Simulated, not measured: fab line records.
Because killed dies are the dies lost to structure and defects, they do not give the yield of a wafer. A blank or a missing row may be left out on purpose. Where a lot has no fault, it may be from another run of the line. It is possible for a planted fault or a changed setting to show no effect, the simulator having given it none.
Matching of chambers ; flow n5 finfet ; N5_BEOL_M1_ETCH_64 on rie diel-03 has 4 sister chambers
The step etches SOC in N2/H2, target depth 75 nm, overetch 15 nm, time 112.5 s. 4 wafers are shown with their chamber, then 9 later ones without.

WAFERS PAIRED WITH THEIR CHAMBERS
wafer;chamber;throttle valve pct (%)
L081.4;2;17.7
L082.2;3;17.5
L083.5;1;18.3
L083.6;0;17.5

WAFERS WITH NO CHAMBER GIVEN
wafer;throttle valve pct (%)
L089.1;17.6
L089.2;18.3
L089.3;17.5
L090.3;17.5
L090.4;17.7
L090.6;18.3
L093.1;17.5
L093.5;18.3
L093.6;17.6

WHICH CHAMBER EACH ONE RAN IN
wafer;from the rows above;in truth
L089.1;can't be placed: 2 or 0 or 3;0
L089.2;1;1
L089.3;can't be placed: 0 or 3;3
L090.3;can't be placed: 0 or 3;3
L090.4;2;2
L090.6;1;1
L093.1;can't be placed: 0 or 3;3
L093.5;1;1
L093.6;can't be placed: 2 or 0 or 3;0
Correct placement for 4 of the 9. These rows do not allow placing 5 (true chamber among the candidates in 5). Placed wrongly: 0.
How it was worked out, from the rows above alone: a wafer's distance from a chamber is the root of the sum, over the readings, of the square of ((its reading less the chamber's mean) divided by the reading's scatter). The wafer belongs to the nearest chamber; if the next one is less than 2 further off, it can't be placed. A chamber's mean is the mean of its shown wafers. The scatter: with one shown wafer a chamber, the root of the mean of the squares of how far each hidden wafer lies from its nearest shown one.
